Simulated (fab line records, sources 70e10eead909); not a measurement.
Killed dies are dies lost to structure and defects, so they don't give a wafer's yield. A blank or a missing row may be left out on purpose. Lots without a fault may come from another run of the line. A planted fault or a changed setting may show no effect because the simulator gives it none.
fab line records | flow nand_harc
record lots=24 wafers=72 last_day=33
route steps=1302 shown A_CONTACT@1050 A_BLC@1120 A_M0@1149
lots that met no fault: from a run of the same line without faults
start_h: hours from the record's first day to the start of the lot's first wafer shown | wait_h: hours since the lot's step before | " the same as in the row above | L1.1+2: a row that stands for several wafers | - no value, or no start given | * or withheld: withheld | < > ~ a bound
route shown NAME@n: a module of which the file shows steps, and the number in the route of the first | usual: mean/standard deviation of fault-free wafers | same: alike in all rows | chamber/n: place in a boat | sites: the reading at each site | _std_site: their standard deviation | _edge_site: outer sites' mean less inner sites' | radius_mm: how far each site lies from the wafer's centre | mask NAME#n: copy n | behind: the tool/chamber that last shaped the wafer | hold: why the lot was held/for how many hours/how that ended | device: the transistor (n, p or np) that didn't switch | end of line: the same wafers' tests at the end of the route | a step without rows: its recipe alone | killed: dies lost to structure and defects at the first sort, not the wafer's yield | map: a wafer's dies, x killed, . not, _ none there
set.NAME: the setting as run; set.NAME@STEP: as run at that earlier step | model.NAME: the simulator's own value behind a step, which no gauge read
steps of the route over a sample of lots; a table a step, a row a wafer
services: from which hour (start_h, from the record's first day; less than 0 if before it) a tool's chamber was out of use, for how many hours, and why
## steps
# step NHARC_A_CONTACT_ETCH_127
# recipe source_w=withheld pressure_mtorr=20 bias_v=3000 time_s=197 target_depth_a=19180 ar_flow_sccm=withheld c4f8_flow_sccm=withheld o2_flow_sccm=withheld chemistry=C4F8/O2/Ar
# columns lot.wafer tool chamber start_h wait_h rf_hours_counter_h
L074.1 har_cap_etch-03 1 507.27 0.1 42
L074.2 " 0 " " 42
L074.6 " 0 " " -
L075.1 har_cap_etch-02 1 508.98 0.1 86
L075.3 " 1 " " -
L075.6 " 1 " " -
L077.1 har_cap_etch-03 0 529.26 0.1 46
L077.5 " 0 " " -
L077.6 " 1 " " -
L076.2 har_cap_etch-01 1 530.00 0.1 4
L076.4 " 0 " " -
L076.3 " 1 " " -
L078.4 har_cap_etch-03 1 536.78 0.1 -
L078.6 " 1 " " -
L078.5 " 0 " " -
L079.2 har_cap_etch-03 1 545.69 0.2 50
L079.5 " 0 " " -
L079.6 " 1 " " -
L080.1 har_cap_etch-03 1 563.04 0.1 53
L080.4 " 0 " " -
L080.6 " 1 " " -
L081.1 har_cap_etch-02 0 564.44 0.1 97
L081.3 " 0 " " -
L081.6 " 0 " " -
L082.2 har_cap_etch-01 1 580.76 0.1 13
L082.1 " 0 " " 13
L082.4 " 0 " " -
L083.1 har_cap_etch-01 1 592.79 0.1 15
L083.5 " 0 " " -
L083.6 " 1 " " -
L084.2 har_cap_etch-03 1 609.85 0.1 61
L084.3 " 1 " " -
L084.5 " 0 " " -
L085.2 har_cap_etch-01 0 615.07 0.1 19
L085.4 " 0 " " -
L085.5 " 0 " " -
L086.1 har_cap_etch-02 0 615.53 0.1 106
L086.2 " 1 " " 106
L086.3 " 1 " " -
L087.4 har_cap_etch-01 1 631.63 0.1 -
L087.5 " 0 " " -
L087.6 " 1 " " -
L089.3 har_cap_etch-02 0 643.52 0.1 -
L089.5 " 0 " " -
L089.6 " 1 " " -
L088.1 har_cap_etch-01 0 655.84 0.2 26
L088.4 " 0 " " -
L088.3 " 1 " " -
L091.1 har_cap_etch-03 1 664.20 0.1 70
L091.2 " 0 " " 70
L091.5 " 1 " " -
L090.1 har_cap_etch-02 1 676.90 0.1 116
L090.3 " 1 " " -
L090.5 " 0 " " -
L092.1 har_cap_etch-02 0 692.07 0.1 118
L092.2 " 1 " " 118
L092.4 " 0 " " -
L095.1 har_cap_etch-02 0 700.30 0.1 120
L095.2 " 1 " " 120
L095.5 " 1 " " -
L094.1 har_cap_etch-03 0 705.71 0.1 79
L094.4 " 0 " " -
L094.6 " 0 " " -
L093.1 har_cap_etch-02 0 706.36 0.2 122
L093.5 " 0 " " -
L093.6 " 1 " " -
L096.1 har_cap_etch-03 1 712.89 0.1 80
L096.3 " 0 " " -
L096.6 " 1 " " -
L097.2 har_cap_etch-03 1 732.24 0.1 84
L097.1 " 0 " " 84
L097.4 " 0 " " -
# step NHARC_A_CONTACT_ETCH_89
# recipe target_depth_a=2600 over_etch_frac=0.3 time_s=475.3 ion_energy_ev=200 n2_flow_sccm=150 h2_flow_sccm=150 ar_flow_sccm=0 rf_w=400 bias_w=150 chemistry=N2/H2
# usual drypump_motor_current_A=5.9/0.36 mfc_ar_sccm=0.014/0.015 oes_product_au=1.001/0.0078 rf_vpp_V=430.7/2.7 showerhead_plenum_p_Torr=2.05/0.091 throttle_valve_pct=14.171/0.0092
# same over_etch_frac=0.3
# columns lot.wafer tool chamber start_h wait_h drypump_motor_current_A mfc_ar_sccm oes_product_au rf_hours_counter_h rf_vpp_V showerhead_plenum_p_Torr throttle_valve_pct
L074.1 rie_diel-10 1 - - 6.4 0 1.009 29 431.3 2.08 14.169
L074.2 " 2 " " 5.8 0.011 0.999 28 434.5 2.15 14.155
L074.6 " 2 " " 5.8 0.011 0.999 - 433.2 2.15 14.167
L075.3 rie_diel-01 2 - - 5.5 0.011 1.012 46 431.7 2.04 14.189
L075.1 " 3 " " 5.8 0.045 0.998 43 431.1 2.07 14.183
L075.6 " 2 " " 5.5 0.011 1.018 - 430.5 2.04 14.153
L077.1 rie_diel-01 3 - - 5.9 0.045 1.003 47 432.3 2.06 14.166
L077.6 " 1 " " 6.1 0 0.997 - 434.4 2.16 14.177
L077.5 " 2 " " 5.5 0.011 1.008 - 430.3 2.04 14.176
L076.3 rie_diel-10 3 - - 5.9 0.002 0.999 36 428.9 1.96 14.165
L076.2 " 0 " " 5.0 0.004 1.002 31 429.4 2.05 14.175
L076.4 " 1 " " 6.4 0 0.997 35 431.7 2.08 14.174
L078.4 rie_diel-03 2 - - 6.0 0 0.985 15 428.0 1.90 14.157
L078.5 " 1 " " 6.3 0 0.997 - 434.9 2.16 14.152
L078.6 " 2 " " 5.9 0 0.998 - 426.6 1.89 14.172
L079.2 rie_diel-10 0 - - 5.0 0.004 1.008 39 429.6 2.05 14.179
L079.5 " 3 " " 5.8 0.002 1.009 - 429.6 1.95 14.182
L079.6 " 0 " " 5.0 0.004 1.014 - 431.7 2.05 14.168
L080.1 rie_diel-03 3 - - 6.2 0.014 0.992 22 434.2 2.14 14.182
L080.4 " 1 " " 6.3 0 0.988 18 433.6 2.15 14.161
L080.6 " 3 " " 6.2 0.014 0.986 - 432.5 2.15 14.174
L081.1 rie_diel-03 0 - - 5.8 0.031 0.988 21 427.3 1.90 14.191
L081.3 " 1 " " 6.3 0 1.002 18 431.7 2.15 14.180
L081.6 " 0 " " 5.7 0.031 1.003 - 426.5 1.90 14.154
L082.1 rie_diel-03 0 - - 5.7 0.031 0.983 23 426.7 1.90 14.168
L082.2 " 1 " " 6.3 0 0.990 20 431.1 2.15 14.159
L082.4 " 3 " " 6.2 0.014 1.000 24 433.3 2.14 14.172
L083.1 rie_diel-01 2 - - 5.5 0.011 1.014 11 429.8 2.03 14.176
L083.5 " 1 " " 6.2 0 1.001 - 433.0 2.15 14.171
L083.6 " 2 " " 5.5 0.011 1.001 - 430.7 2.04 14.175
L084.2 rie_diel-03 0 - - 5.7 0.031 0.980 30 425.9 1.90 14.175
L084.3 " 1 " " 6.3 0 1.002 27 432.3 2.15 14.165
L084.5 " 3 " " 6.2 0.014 0.997 - 433.3 2.14 14.159
L085.4 rie_diel-01 0 - - 5.4 0.032 0.993 16 429.9 2.05 14.165
L085.2 " 2 " " 5.5 0.011 0.998 18 429.8 2.03 14.166
L085.5 " 0 " " 5.4 0.032 0.998 - 430.8 2.05 14.176
L086.2 rie_diel-03 0 - - 5.7 0.031 0.992 30 426.3 1.90 14.174
L086.1 " 1 " " 6.3 0 1.003 27 435.1 2.15 14.162
L086.3 " 3 " " 6.2 0.014 1.004 30 433.5 2.14 14.188
L087.4 rie_diel-10 3 - - 5.8 0.002 1.008 11 427.8 1.94 14.161
L087.6 " 0 " " 5.0 0.004 1.009 - 429.9 2.04 14.168
L087.5 " 1 " " 6.4 0 1.011 - 431.9 2.06 14.160
L089.3 rie_diel-01 2 - - 5.5 0.011 1.000 29 431.3 2.03 14.174
L089.5 " 1 " " 6.1 0 1.006 - 434.0 2.15 14.177
L089.6 " 2 " " 5.5 0.011 0.995 - 429.2 2.03 14.167
L088.3 rie_diel-03 0 - - 5.7 0.031 0.999 2 428.1 1.90 14.167
L088.1 " 2 " " 6.0 0 1.007 3 425.2 1.89 14.172
L088.4 " 3 " " 6.2 0.014 0.998 3 433.7 2.14 14.153
L091.2 rie_diel-03 0 - - 5.7 0.031 1.001 3 426.7 1.90 14.174
L091.1 " 2 " " 6.0 0 0.992 4 426.4 1.89 14.168
L091.5 " 3 " " 6.2 0.014 1.008 - 434.4 2.14 14.167
L090.3 rie_diel-10 3 - - 5.9 0.002 1.009 26 428.0 1.94 14.154
L090.1 " 0 " " 5.0 0.004 1.016 28 431.4 2.03 14.173
L090.5 " 1 " " 6.4 0 1.014 - 430.0 2.06 14.165
L092.4 rie_diel-01 3 - - 5.9 0.045 0.997 44 430.6 2.04 14.185
L092.2 " 0 " " 5.5 0.032 0.999 46 430.9 2.04 14.183
L092.1 " 2 " " 5.5 0.011 0.994 42 429.8 2.02 14.180
L095.1 rie_diel-01 2 - - 5.5 0.011 1.000 45 431.8 2.02 14.172
L095.2 " 0 " " 5.5 0.032 0.998 50 431.1 2.04 14.177
L095.5 " 2 " " 5.5 0.011 0.996 - 429.2 2.02 14.167
L094.1 rie_diel-01 3 - - 5.9 0.045 1.016 51 430.6 2.04 14.169
L094.4 " 1 " " 6.1 0 1.008 48 433.7 2.14 14.174
L094.6 " 3 " " 5.9 0.045 1.009 - 430.5 2.04 14.180
L093.1 rie_diel-03 1 - - 6.4 0 0.998 11 432.9 2.15 14.161
L093.5 " 1 " " 6.4 0 0.996 - 433.8 2.15 14.170
L093.6 " 2 " " 6.0 0 1.003 - 427.0 1.89 14.171
L096.3 rie_diel-01 0 - - 5.5 0.032 0.987 58 430.7 2.04 14.182
L096.1 " 2 " " 5.5 0.011 0.999 51 431.1 2.02 14.177
L096.6 " 1 " " 6.1 0 0.996 - 433.8 2.14 14.147
L097.4 rie_diel-10 2 - - 5.8 0.011 0.996 33 434.0 2.12 14.164
L097.2 " 3 " " 5.9 0.002 1.000 42 428.2 1.93 14.161
L097.1 " 0 " " 5.1 0.004 1.002 41 430.9 2.03 14.162
# step NHARC_A_CONTACT_ETCH_135
# recipe source_w=withheld pressure_mtorr=20 bias_v=1200 time_s=311 target_depth_a=19120 ar_flow_sccm=withheld c4f8_flow_sccm=withheld o2_flow_sccm=withheld chemistry=C4F8/O2/Ar
# columns lot.wafer tool chamber start_h wait_h rf_hours_counter_h
L074.1 har_cap_etch-01 0 517.49 0.2 0
L074.2 " 1 " " 0
L074.6 " 1 " " -
L075.1 har_cap_etch-02 1 518.79 0.2 88
L075.3 " 1 " " -
L075.6 " 0 " " -
L077.1 har_cap_etch-01 1 537.08 0.2 6
L077.6 " 1 " " -
L077.5 " 0 " " -
L076.2 har_cap_etch-02 0 537.75 0.2 94
L076.3 " 0 " " -
L076.4 " 1 " " -
L078.4 har_cap_etch-01 0 544.10 0.2 -
L078.5 " 1 " " -
L078.6 " 0 " " -
L079.2 har_cap_etch-03 0 553.43 0.2 51
L079.5 " 1 " " -
L079.6 " 0 " " -
L080.1 har_cap_etch-03 0 573.06 0.2 54
L080.4 " 1 " " -
L080.6 " 0 " " -
L081.1 har_cap_etch-02 1 574.36 0.2 99
L081.3 " 0 " " -
L081.6 " 1 " " -
L082.2 har_cap_etch-02 0 588.41 0.2 100
L082.1 " 1 " " 100
L082.4 " 0 " " -
L083.1 har_cap_etch-02 1 599.89 0.2 102
L083.5 " 0 " " -
L083.6 " 1 " " -
L084.2 har_cap_etch-01 1 623.45 0.2 20
L084.3 " 0 " " -
L084.5 " 1 " " -
L085.2 har_cap_etch-02 1 625.17 0.2 107
L085.4 " 1 " " -
L085.5 " 1 " " -
L086.2 har_cap_etch-03 1 626.98 0.2 64
L086.1 " 0 " " 64
L086.3 " 1 " " -
L087.4 har_cap_etch-03 1 638.64 0.2 -
L087.5 " 0 " " -
L087.6 " 1 " " -
L089.3 har_cap_etch-02 0 656.55 0.2 -
L089.5 " 0 " " -
L089.6 " 1 " " -
L088.1 har_cap_etch-01 0 665.38 0.2 28
L088.3 " 1 " " -
L088.4 " 0 " " -
L091.2 har_cap_etch-03 0 671.14 0.2 71
L091.1 " 1 " " 71
L091.5 " 1 " " -
L090.1 har_cap_etch-01 0 690.33 0.2 31
L090.3 " 1 " " -
L090.5 " 1 " " -
L092.2 har_cap_etch-03 1 699.96 0.2 77
L092.1 " 0 " " 77
L092.4 " 1 " " -
L095.2 har_cap_etch-01 1 708.71 0.2 37
L095.1 " 0 " " 37
L095.5 " 0 " " -
L093.1 har_cap_etch-02 1 713.63 0.2 123
L093.5 " 1 " " -
L093.6 " 0 " " -
L094.1 har_cap_etch-01 0 713.85 0.2 38
L094.4 " 1 " " -
L094.6 " 1 " " -
L096.1 har_cap_etch-01 1 721.69 0.2 40
L096.3 " 0 " " -
L096.6 " 0 " " -
L097.2 har_cap_etch-01 0 743.85 0.2 43
L097.1 " 1 " " 43
L097.4 " 1 " " -
# step NHARC_A_BLC_DESCUM_15
# recipe time_s=3 o2_flow_sccm=200 ar_flow_sccm=0 bias_power_w=0 chemistry=O2
# usual drypump_motor_current_A=5.7/0.56 mfc_ar_sccm=0.002/0.0074 oes_product_au=0.999/0.0076 rf_vpp_V=57.6/0.98 showerhead_plenum_p_Torr=1.87/0.055 throttle_valve_pct=11.312/0.0087
# same bias_power_w=0
# columns lot.wafer tool chamber start_h wait_h drypump_motor_current_A mfc_ar_sccm oes_product_au rf_hours_counter_h rf_vpp_V showerhead_plenum_p_Torr throttle_valve_pct
L074.1 rie_diel-12 0 522.50 0.1 6.4 0 1.006 5 57.1 1.98 11.315
L074.2 " 3 " " 6.0 0 0.997 6 57.2 1.85 11.324
L074.6 " 0 " " 6.4 0 0.990 - 58.7 1.98 11.309
L075.1 rie_diel-12 1 523.62 0.1 5.1 0 1.008 5 57.0 1.89 11.317
L075.3 " 0 " " 6.5 0 0.987 6 58.4 1.98 11.307
L075.6 " 2 " " 5.7 0 0.998 - 59.1 1.86 11.293
L077.1 rie_diel-13 1 542.15 0.1 5.2 0 0.991 1 56.5 1.92 11.319
L077.6 " 3 " " 4.9 0 1.008 - 56.8 1.80 11.310
L077.5 " 0 " " 6.5 0 0.989 - 57.5 1.82 11.308
L076.4 rie_diel-05 3 542.75 0.1 5.3 0.008 1.004 36 56.9 1.83 11.314
L076.3 " 0 " " 5.3 0 1.013 35 58.2 1.94 11.317
L076.2 " 2 " " 4.9 0.034 1.001 36 58.9 2.01 11.310
L078.4 rie_diel-12 2 548.97 0.1 5.7 0 0.999 8 58.2 1.86 11.302
L078.6 " 3 " " 6.1 0 0.993 - 58.5 1.85 11.299
L078.5 " 0 " " 6.5 0 0.993 - 57.6 1.98 11.315
L079.2 rie_diel-12 2 558.71 0.1 5.7 0 1.002 9 56.9 1.86 11.308
L079.5 " 2 " " 5.7 0 1.009 - 56.7 1.86 11.302
L079.6 " 0 " " 6.5 0 0.991 - 58.5 1.98 11.322
L080.1 rie_diel-13 0 578.06 0.1 6.5 0 1.003 3 58.2 1.82 11.310
L080.4 " 1 " " 5.2 0 1.007 3 58.0 1.92 11.316
L080.6 " 0 " " 6.5 0 0.993 - 56.6 1.82 11.311
L081.3 rie_diel-13 0 579.17 0.1 6.5 0 0.988 3 57.0 1.82 11.326
L081.1 " 2 " " 5.7 0.025 0.999 3 56.6 1.86 11.300
L081.6 " 0 " " 6.5 0 0.996 - 58.3 1.82 11.306
L082.4 rie_diel-13 3 593.44 0.1 4.9 0 1.002 4 57.0 1.80 11.322
L082.2 " 1 " " 5.2 0 0.998 5 57.5 1.92 11.304
L082.1 " 2 " " 5.7 0.025 1.001 4 57.6 1.86 11.322
L083.1 rie_diel-12 3 604.78 0.1 6.1 0 0.990 12 57.7 1.85 11.300
L083.5 " 0 " " 6.4 0 1.003 - 57.9 1.98 11.318
L083.6 " 1 " " 5.1 0 1.000 - 58.3 1.88 11.301
L084.3 rie_diel-13 1 628.57 0.1 5.2 0 1.005 6 57.6 1.92 11.327
L084.2 " 2 " " 5.7 0.025 1.010 5 58.5 1.86 11.328
L084.5 " 3 " " 5.0 0 1.009 - 56.4 1.80 11.312
L085.4 rie_diel-13 2 630.20 0.1 5.7 0.025 1.016 6 57.9 1.86 11.327
L085.2 " 3 " " 4.9 0 1.003 5 58.0 1.80 11.319
L085.5 " 2 " " 5.7 0.025 1.016 - 57.3 1.86 11.303
L086.3 rie_diel-12 1 631.97 0.1 5.1 0 0.999 0 58.3 1.88 11.318
L086.1 " 3 " " 6.1 0 0.991 0 58.2 1.85 11.318
L086.2 " 0 " " 6.5 0 0.993 0 56.2 1.98 11.300
L087.4 rie_diel-13 0 643.66 0.1 6.5 0 0.994 8 55.1 1.82 11.316
L087.6 " 3 " " 4.9 0 1.007 - 56.2 1.80 11.307
L087.5 " 0 " " 6.5 0 0.984 - 57.3 1.82 11.315
L089.3 rie_diel-12 3 661.52 0.1 6.1 0 0.997 2 57.4 1.85 11.317
L089.6 " 2 " " 5.7 0 0.991 - 58.4 1.86 11.326
L089.5 " 3 " " 6.1 0 1.003 - 58.9 1.85 11.318
L088.3 rie_diel-12 2 670.22 0.1 5.7 0 0.997 3 59.4 1.86 11.317
L088.4 " 3 " " 6.1 0 0.994 3 56.5 1.85 11.310
L088.1 " 0 " " 6.5 0 0.992 3 59.6 1.98 11.302
L091.1 rie_diel-12 2 676.64 0.1 5.7 0 0.998 4 57.8 1.86 11.322
L091.2 " 3 " " 6.0 0 0.998 4 56.8 1.84 11.320
L091.5 " 1 " " 5.1 0 1.001 - 56.8 1.88 11.311
L090.3 rie_diel-12 2 695.35 0.1 5.7 0 0.995 4 58.3 1.86 11.316
L090.1 " 3 " " 6.1 0 0.989 5 56.2 1.84 11.309
L090.5 " 2 " " 5.7 0 0.985 - 58.0 1.86 11.301
L092.1 rie_diel-12 0 704.96 0.1 6.5 0 0.993 5 58.7 1.98 11.321
L092.2 " 2 " " 5.7 0 0.980 5 57.7 1.86 11.296
L092.4 " 3 " " 6.1 0 0.992 5 57.7 1.84 11.307
L095.1 rie_diel-12 2 713.95 0.1 5.7 0 1.008 6 58.7 1.86 11.320
L095.2 " 3 " " 6.1 0 0.993 6 56.9 1.84 11.303
L095.5 " 2 " " 5.7 0 0.993 - 59.3 1.86 11.312
L093.1 rie_diel-12 1 718.79 0.1 5.1 0 1.001 6 58.5 1.88 11.323
L093.6 " 2 " " 5.7 0 0.983 - 55.3 1.86 11.302
L093.5 " 3 " " 6.0 0 1.013 - 55.5 1.84 11.297
L094.1 rie_diel-13 1 718.97 0.1 5.2 0 0.996 1 56.7 1.92 11.295
L094.6 " 2 " " 5.7 0.025 0.999 - 56.7 1.85 11.312
L094.4 " 3 " " 5.0 0 1.007 - 59.1 1.80 11.325
L096.3 rie_diel-13 2 727.15 0.1 5.7 0.025 0.996 2 56.8 1.85 11.305
L096.1 " 0 " " 6.5 0 0.991 0 56.8 1.82 11.315
L096.6 " 2 " " 5.7 0.025 0.999 - 56.6 1.85 11.329
L097.1 rie_diel-12 0 748.87 0.1 6.5 0 0.982 8 57.9 1.97 11.320
L097.2 " 1 " " 5.1 0 0.997 8 57.4 1.88 11.312
L097.4 " 2 " " 5.7 0 0.999 9 56.5 1.86 11.310
# step NHARC_A_BLC_ETCH_17
# recipe target_depth_a=3900 over_etch_frac=0.25 time_s=609.38 ion_energy_ev=200 n2_flow_sccm=150 h2_flow_sccm=150 ar_flow_sccm=0 rf_w=400 bias_w=150 chemistry=N2/H2
# usual drypump_motor_current_A=5.7/0.54 mfc_ar_sccm=0.003/0.0083 oes_product_au=1.000/0.0079 rf_vpp_V=429.4/1.9 showerhead_plenum_p_Torr=2.00/0.061 throttle_valve_pct=14.171/0.0091
# same over_etch_frac=0.25
# columns lot.wafer tool chamber start_h wait_h drypump_motor_current_A mfc_ar_sccm oes_product_au rf_hours_counter_h rf_vpp_V showerhead_plenum_p_Torr throttle_valve_pct
L074.2 rie_diel-12 3 - - 6.1 0 0.999 6 428.5 1.97 14.179
L074.1 " 2 " " 5.7 0 1.002 6 427.8 1.98 14.156
L074.6 " 0 " " 6.4 0 0.991 - 433.4 2.11 14.172
L075.3 rie_diel-12 0 - - 6.5 0 0.995 6 431.4 2.11 14.161
L075.1 " 1 " " 5.1 0 1.007 6 429.5 2.01 14.162
L075.6 " 3 " " 6.1 0 1.001 - 428.2 1.97 14.167
L077.1 rie_diel-13 2 - - 5.7 0.025 1.012 1 429.8 1.98 14.179
L077.5 " 0 " " 6.5 0 0.990 - 426.0 1.94 14.163
L077.6 " 1 " " 5.2 0 1.008 - 430.8 2.05 14.180
L076.3 rie_diel-05 2 - - 4.9 0.034 0.996 36 433.5 2.14 14.154
L076.2 " 0 " " 5.3 0 1.007 35 430.1 2.07 14.164
L076.4 " 1 " " 6.1 0 1.002 34 426.3 1.91 14.166
L078.4 rie_diel-12 0 - - 6.5 0 0.998 7 431.7 2.11 14.162
L078.5 " 3 " " 6.1 0 0.993 - 428.3 1.97 14.170
L078.6 " 0 " " 6.5 0 0.987 - 431.8 2.11 14.184
L079.2 rie_diel-12 2 - - 5.7 0 0.997 9 428.4 1.98 14.169
L079.6 " 0 " " 6.5 0 0.992 - 432.0 2.11 14.154
L079.5 " 2 " " 5.7 0 1.001 - 428.6 1.98 14.168
L080.1 rie_diel-13 0 - - 6.5 0 1.001 3 428.3 1.94 14.159
L080.4 " 1 " " 5.2 0 1.002 3 430.9 2.05 14.182
L080.6 " 2 " " 5.6 0.025 1.006 - 427.7 1.98 14.154
L081.3 rie_diel-13 1 - - 5.2 0 1.009 4 430.2 2.05 14.172
L081.1 " 2 " " 5.7 0.025 1.001 3 428.3 1.98 14.161
L081.6 " 2 " " 5.7 0.025 1.003 - 429.5 1.98 14.171
L082.1 rie_diel-13 1 - - 5.2 0 1.001 5 431.1 2.05 14.160
L082.4 " 3 " " 5.0 0 1.014 4 427.9 1.92 14.170
L082.2 " 0 " " 6.5 0 0.995 5 427.9 1.94 14.173
L083.1 rie_diel-12 1 - - 5.1 0 1.005 11 429.1 2.01 14.182
L083.5 " 3 " " 6.1 0 0.992 - 427.5 1.97 14.176
L083.6 " 0 " " 6.5 0 1.000 - 433.5 2.11 14.172
L084.2 rie_diel-13 0 - - 6.5 0 1.001 6 427.4 1.94 14.183
L084.3 " 1 " " 5.2 0 1.005 7 430.7 2.05 14.161
L084.5 " 1 " " 5.2 0 1.002 - 431.9 2.05 14.172
L085.4 rie_diel-13 3 - - 4.9 0 1.009 5 425.6 1.92 14.169
L085.2 " 0 " " 6.5 0 0.995 7 426.5 1.94 14.161
L085.5 " 2 " " 5.6 0.025 1.008 - 429.8 1.98 14.184
L086.3 rie_diel-12 3 - - 6.1 0 1.000 0 428.6 1.97 14.175
L086.2 " 0 " " 6.4 0 0.988 0 432.8 2.11 14.174
L086.1 " 1 " " 5.2 0 1.006 0 430.2 2.01 14.166
L087.4 rie_diel-13 1 - - 5.2 0 1.006 8 430.2 2.04 14.159
L087.6 " 3 " " 4.9 0 1.009 - 425.1 1.92 14.172
L087.5 " 0 " " 6.5 0 0.991 - 427.6 1.94 14.172
L089.3 rie_diel-12 1 - - 5.1 0 0.999 2 430.4 2.01 14.157
L089.5 " 3 " " 6.1 0 0.988 - 427.9 1.97 14.177
L089.6 " 0 " " 6.5 0 0.990 - 433.4 2.11 14.163
L088.1 rie_diel-12 2 - - 5.7 0 0.990 3 429.0 1.98 14.164
L088.4 " 3 " " 6.0 0 0.989 3 428.3 1.96 14.186
L088.3 " 0 " " 6.5 0 0.989 3 431.7 2.11 14.153
L091.2 rie_diel-12 2 - - 5.7 0 1.008 4 430.0 1.98 14.165
L091.1 " 3 " " 6.0 0 1.007 4 427.7 1.96 14.172
L091.5 " 3 " " 6.1 0 1.009 - 428.5 1.96 14.176
L090.1 rie_diel-12 1 - - 5.1 0 0.999 4 430.6 2.01 14.180
L090.3 " 3 " " 6.0 0 0.998 5 426.7 1.96 14.180
L090.5 " 1 " " 5.1 0 1.010 - 429.2 2.01 14.180
L092.4 rie_diel-12 3 - - 6.1 0 1.006 5 428.5 1.96 14.179
L092.2 " 1 " " 5.1 0 1.001 5 430.1 2.01 14.170
L092.1 " 2 " " 5.7 0 0.995 5 428.3 1.98 14.160
L095.1 rie_diel-12 3 - - 6.0 0 0.997 7 428.3 1.96 14.175
L095.2 " 1 " " 5.2 0 0.991 6 430.6 2.01 14.168
L095.5 " 3 " " 6.1 0 1.000 - 429.8 1.96 14.181
L093.1 rie_diel-12 1 - - 5.1 0 0.999 6 430.2 2.01 14.157
L093.6 " 2 " " 5.7 0 0.988 - 428.4 1.98 14.162
L093.5 " 3 " " 6.0 0 1.005 - 428.7 1.96 14.192
L094.1 rie_diel-13 1 - - 5.2 0 1.011 1 430.9 2.04 14.182
L094.6 " 2 " " 5.7 0.025 1.006 - 429.9 1.97 14.159
L094.4 " 1 " " 5.2 0 1.015 - 430.4 2.04 14.175
L096.1 rie_diel-13 0 - - 6.5 0 1.002 1 427.6 1.94 14.177
L096.3 " 2 " " 5.7 0.025 1.003 2 428.8 1.97 14.159
L096.6 " 0 " " 6.5 0 1.003 - 427.4 1.94 14.176
L097.4 rie_diel-12 1 - - 5.1 0 1.002 8 429.0 2.01 14.178
L097.2 " 2 " " 5.7 0 0.994 9 430.3 1.98 14.167
L097.1 " 3 " " 6.1 0 1.015 10 428.9 1.96 14.167
# step NHARC_A_M0_INSPECT_11
# usual raw_defect_count=84/37
# columns lot.wafer tool chamber start_h wait_h raw_defect_count
L074.1 defect_inspect-02 - 526.50 0.0 25
L074.2 " - " " 14
L074.6 " - " " 22
L075.1 defect_inspect-02 - 527.49 0.0 123
L075.3 " - " " 165
L075.6 " - " " 148
L077.1 defect_inspect-02 - 546.16 0.0 111
L077.5 " - " " 112
L077.6 " - " " 107
L076.2 defect_inspect-02 - 546.73 0.0 74
L076.3 " - " " 73
L076.4 " - " " 72
L078.4 defect_inspect-02 - 552.93 0.0 69
L078.5 " - " " 74
L078.6 " - " " 63
L079.2 defect_inspect-02 - 562.90 0.0 124
L079.5 " - " " 133
L079.6 " - " " 137
L080.1 defect_inspect-02 - 582.01 0.0 59
L080.4 " - " " 65
L080.6 " - " " 73
L081.1 defect_inspect-01 - 583.15 0.0 87
L081.3 " - " " 66
L081.6 " - " " 71
L082.1 defect_inspect-01 - 597.40 0.0 28
L082.2 " - " " 38
L082.4 " - " " 22
L083.1 defect_inspect-01 - 608.73 0.0 143
L083.5 " - " " 126
L083.6 " - " " 138
L084.2 defect_inspect-01 - 632.48 0.0 79
L084.3 " - " " 54
L084.5 " - " " 64
L085.2 defect_inspect-01 - 634.17 0.0 103
L085.4 " - " " 117
L085.5 " - " " 123
L086.1 defect_inspect-02 - 635.84 0.0 39
L086.2 " - " " 44
L086.3 " - " " 56
L087.4 defect_inspect-01 - 647.55 0.0 77
L087.5 " - " " 84
L087.6 " - " " 66
L089.3 defect_inspect-02 - 665.49 0.0 67
L089.5 " - " " 112
L089.6 " - " " 113
L088.1 defect_inspect-01 - 674.11 0.0 151
L088.3 " - " " 146
L088.4 " - " " 157
L091.1 defect_inspect-01 - 680.53 0.0 71
L091.2 " - " " 81
L091.5 " - " " 89
L090.1 defect_inspect-02 - 699.77 0.0 99
L090.3 " - " " 120
L090.5 " - " " 121
L092.1 defect_inspect-01 - 709.00 0.0 63
L092.2 " - " " 71
L092.4 " - " " 70
L095.1 defect_inspect-01 - 717.95 0.0 38
L095.2 " - " " 40
L095.5 " - " " 35
L093.1 defect_inspect-01 - 722.72 0.0 86
L093.5 " - " " 105
L093.6 " - " " 74
L094.1 defect_inspect-01 - 723.15 0.0 103
L094.4 " - " " 114
L094.6 " - " " 95
L096.1 defect_inspect-02 - 731.53 0.0 70
L096.3 " - " " 86
L096.6 " - " " 81
L097.1 defect_inspect-01 - 752.85 0.0 29
L097.2 " - " " 30
L097.4 " - " " 25
## services
# columns tool chamber start_h hours kind
rie_diel-12 2 491.65 2.8 repair
rie_diel-03 1 493.69 3.4 repair
har_cap_etch-02 - 496.86 0.3 repair
har_cap_etch-01 - 497.00 17.0 pm
rie_diel-13 1 517.50 1.8 repair
rie_diel-13 - 519.00 9.0 pm
rie_diel-12 1 554.42 7.1 repair
rie_diel-12 2 554.98 1.9 repair
rie_diel-01 - 558.64 9.0 pm
rie_diel-12 - 561.29 0.2 repair
rie_diel-13 - 595.37 2.4 repair
rie_diel-10 - 596.66 9.0 pm
rie_diel-03 - 598.97 1.0 repair
rie_diel-12 - 622.40 9.0 pm
rie_diel-03 - 635.36 9.0 pm
rie_diel-13 - 645.25 1.0 repair
rie_diel-13 2 646.59 5.3 repair
rie_diel-03 - 654.68 0.5 repair
rie_diel-01 3 663.68 8.8 repair
rie_diel-13 - 696.00 9.0 pm
rie_diel-13 0 711.56 8.8 repair
rie_diel-01 3 728.08 4.5 repair
rie_diel-03 0 734.99 9.8 repair
rie_diel-01 - 735.64 9.0 pm
## key
fault none
